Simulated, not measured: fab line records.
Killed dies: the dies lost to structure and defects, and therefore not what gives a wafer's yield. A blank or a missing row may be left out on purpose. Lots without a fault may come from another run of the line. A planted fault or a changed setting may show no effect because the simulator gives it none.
What tool caused it? / flow nandHarc / Sampling: 6 lots, 18 wafers, 3 of 1159 route steps

WHAT THE GAUGES SHOWED, per wafer
NHARC_P_STI_INSPECT_25.
lot=L209; measured=day 3 23:09; on=defectInspect-01; rawDefectCount=239 232 657
lot=L211; measured=day 4 12:41; on=defectInspect-02; rawDefectCount=257 263 387
lot=L216; measured=day 5 18:58; on=defectInspect-01; rawDefectCount=294 622 199
lot=L219; measured=day 6 23:32; on=defectInspect-01; rawDefectCount=186 340 246
lot=L225; measured=day 7 21:46; on=defectInspect-01; rawDefectCount=1269 1242 1285
lot=L230; measured=day 9 03:47; on=defectInspect-01; rawDefectCount=329 148 239

EACH LOT AND THE TOOL THAT RAN IT (in order: tool; ch and the chambers of the sampled wafers; start)
lot=L209; NHARC_P_ZERO_WELL_DESCUM_39=rieDiel-04 ch 1,2,3, day 2 04:20; NHARC_P_STI_PRECLEAN_38=wetBench-02 ch 3,5,7, day 3 15:03
lot=L211; NHARC_P_ZERO_WELL_DESCUM_39=rieDiel-12 ch 0,1, day 2 16:11; NHARC_P_STI_PRECLEAN_38=wetBench-02 ch 0,2,7, day 4 04:29
lot=L216; NHARC_P_ZERO_WELL_DESCUM_39=rieDiel-12 ch 1,3, day 3 22:08; NHARC_P_STI_PRECLEAN_38=wetBench-05 ch 0,1,4, day 5 10:54
lot=L219; NHARC_P_ZERO_WELL_DESCUM_39=rieDiel-04 ch 0,1,2, day 4 16:25; NHARC_P_STI_PRECLEAN_38=wetBench-02 ch 3,5,7, day 6 15:26
lot=L225; NHARC_P_ZERO_WELL_DESCUM_39=rieDiel-04 ch 0,1, day 6 04:28; NHARC_P_STI_PRECLEAN_38=wetBench-05 ch 1,5,6, day 7 15:40
lot=L230; NHARC_P_ZERO_WELL_DESCUM_39=rieDiel-09 ch 2,3, day 7 10:18; NHARC_P_STI_PRECLEAN_38=wetBench-06 ch 0,6,7, day 8 20:29
- NHARC_P_ZERO_WELL_DESCUM_39: chemistry O2, time 3 s.
- NHARC_P_STI_PRECLEAN_38: cleans in SC1.

THE ANSWER, worked out from the rows above alone
Rule: the lots themselves supply what counts as usual. Put in order of their means at a reading, lots are off if they are a third of the lots or fewer, leave a main group of 4 or more, and stand apart from it by a gap of 3 or more times the standard deviation of the main group's means; of several such gaps the widest counts. A main group is skipped when, at the precision printed for the reading in the tables above, its means are all equal. Also off: a lot with no number at a reading for which 4 or more lots have one. The other lots that the step has rows for count as sound.
Off at NHARC_P_STI_INSPECT_25 (rawDefectCount): L225. The main group has a mean of 309 with a standard deviation of 57.
A tool fits if, at a process step before that reading, it ran every lot that is off, and no sound lot after the first of them. The gauges at NHARC_P_STI_INSPECT_25 are tried like those tools. 2 tools fit, rieDiel-04 at NHARC_P_ZERO_WELL_DESCUM_39 and wetBench-05 at NHARC_P_STI_PRECLEAN_38, so this cannot tell which one it is.

WHAT THE SIMULATOR PUT IN
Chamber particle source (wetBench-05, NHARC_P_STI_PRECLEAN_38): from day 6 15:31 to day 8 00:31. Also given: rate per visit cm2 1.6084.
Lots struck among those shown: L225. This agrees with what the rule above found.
